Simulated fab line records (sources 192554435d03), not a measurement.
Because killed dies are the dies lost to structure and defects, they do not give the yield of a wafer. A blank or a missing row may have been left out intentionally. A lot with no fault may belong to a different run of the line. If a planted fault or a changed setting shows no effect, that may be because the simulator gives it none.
Split-lot experiment + flow n5 finfet + route with 1938 steps; 7 lots, 21 wafers read

## ON THE SPLIT
At N5_BEOL_M7_ILD_DEP_00 (deposits SiCOH lowk from DEMS/porogen, target thk 179.75 nm, time 33.4 s), the setting time s was moved away from the recipe's 33.4 s on 8 of the 21 wafers read, by -3.8% to +8.8%. This setting was run at the recipe's value on the other wafers.

## FROM THE SPLIT TO THE READING: what the file shows between them, 1 step
- N5_BEOL_M7_CURE_74: cures SiCOH lowk, time 240 s

## THE READING
M7_ILD_THK (nm), taken at N5_BEOL_M7_THK_MEAS_01. A value of 155.1 nm with a standard deviation of 2.3 nm is what fault-free wafers of this fab line usually give.

| wafer  | tool, chamber at the split | time s as run, s | against the recipe | M7_ILD_THK, nm | against lot-mates on the recipe |
|--------|----------------------------|------------------|--------------------|----------------|---------------------------------|
| L074.1 | pecvd-04, 0,2              | 33.4             | recipe             | 153.9          | -                               |
| L074.2 | pecvd-04, 1                | 36.07            | +8.0%              | 165.9          | +12.0                           |
| L074.3 | pecvd-04, 0,2              | 33.4             | recipe             | 153.8          | -                               |
| L076.1 | pecvd-02, 1                | 33.4             | recipe             | 157.4          | -                               |
| L076.2 | pecvd-02, 0                | 33.4             | recipe             | 155.3          | -                               |
| L076.6 | pecvd-02, 1                | 33.4             | recipe             | 160.8          | -                               |
| L083.3 | pecvd-02, 2                | 35.11            | +5.1%              | 161.9          | +5.8                            |
| L083.4 | pecvd-02, 0                | 33.4             | recipe             | 156.1          | -                               |
| L083.5 | pecvd-02, 2                | 35.11            | +5.1%              | 164.3          | +8.2                            |
| L089.1 | pecvd-02, 0                | 33.4             | recipe             | 154.6          | -                               |
| L089.4 | pecvd-02, 2                | 33.4             | recipe             | 159.1          | -                               |
| L089.5 | pecvd-02, 0                | 33.4             | recipe             | 156.7          | -                               |
| L092.1 | pecvd-02, 2                | 33.4             | recipe             | 155.6          | -                               |
| L092.4 | pecvd-02, 1                | 33.4             | recipe             | 157.1          | -                               |
| L092.6 | pecvd-02, 0                | 36.34            | +8.8%              | 169.7          | +13.3                           |
| L095.1 | pecvd-04, 1                | 32.13            | -3.8%              | 146.6          | -10.4                           |
| L095.3 | pecvd-04, 2                | 32.13            | -3.8%              | 145.6          | -11.4                           |
| L095.4 | pecvd-04, 0                | 33.4             | recipe             | 157.0          | -                               |
| L096.2 | pecvd-04, 2                | 36.26            | +8.6%              | 163.3          | +10.2                           |
| L096.4 | pecvd-04, 2                | 36.26            | +8.6%              | 165.1          | +12.0                           |
| L096.5 | pecvd-04, 2                | 33.4             | recipe             | 153.1          | -                               |
If several chambers appear in one row, that row covers several wafers at once and the file leaves open which wafer was in which chamber.

FIT RESULTS
A straight line over all 21 wafers: M7_ILD_THK changes by +1.39 nm for each +1% of time s; r = +0.91; the points scatter about the line by 2.6 nm.
The same after taking each lot's own level away (the mean of its wafers on the recipe; 21 wafers): +1.6 nm for each +1%; r = +0.95; scatter 2 nm.
The reading moves by 14 nm for the largest change in time s, on that fit.
The span of the lots' own levels, 153.10 to 157.83 nm, comes to 2.1 times the standard deviation stated above.
Thus the slope moves with the lot-to-lot level: the two fits are different.
Check: for one of the wafers moved furthest among these (+8.8%), held out of the fit, the line's prediction against its lot-mates is +13.2 nm. Against them it came out at +13.3 nm.

## OTHER SPLITS APPLIED TO THESE WAFERS
Other splits were also applied to these wafers ahead of the reading. Each is held against what the fit with the lots' levels taken away leaves over:
| other split on the same wafers | wafers away from the commonest value | r with M7_ILD_THK (lot level and that fit taken away) |
|--------------------------------|--------------------------------------|-------------------------------------------------------|
| N5_BEOL_M6_ETCH_66 source w    | 9                                    | -0.44                                                 |

## THE WHOLE CHAIN: every reading that the file lists as answering this split, in the file's order
| step                   | what it does                                                             | reading                                                                                  | change (the file's fit)              | r (the file's) |
|------------------------|--------------------------------------------------------------------------|------------------------------------------------------------------------------------------|--------------------------------------|----------------|
| N5_BEOL_M7_ILD_DEP_00  | deposits SiCOH lowk from DEMS/porogen, target thk 179.75 nm, time 33.4 s | SiCOH_lowk_of_BEOL_M7_ILD_DEP_00.thk nm (the simulator's own value, which no gauge read) | +1.74 nm for each +1% of the setting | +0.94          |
| N5_BEOL_M7_CURE_74     | cures SiCOH lowk, time 240 s                                             | SiCOH_lowk_of_BEOL_M7_ILD_DEP_00.thk nm (the simulator's own value, which no gauge read) | +1.52 nm for each +1% of the setting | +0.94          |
| N5_BEOL_M7_THK_MEAS_01 |                                                                          | M7_ILD_THK                                                                               | +1.51 for each +1% of the setting    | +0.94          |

## FILE'S OWN FIT
M7_ILD_THK changes by +1.51 nm for each +1% of time s, r = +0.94.
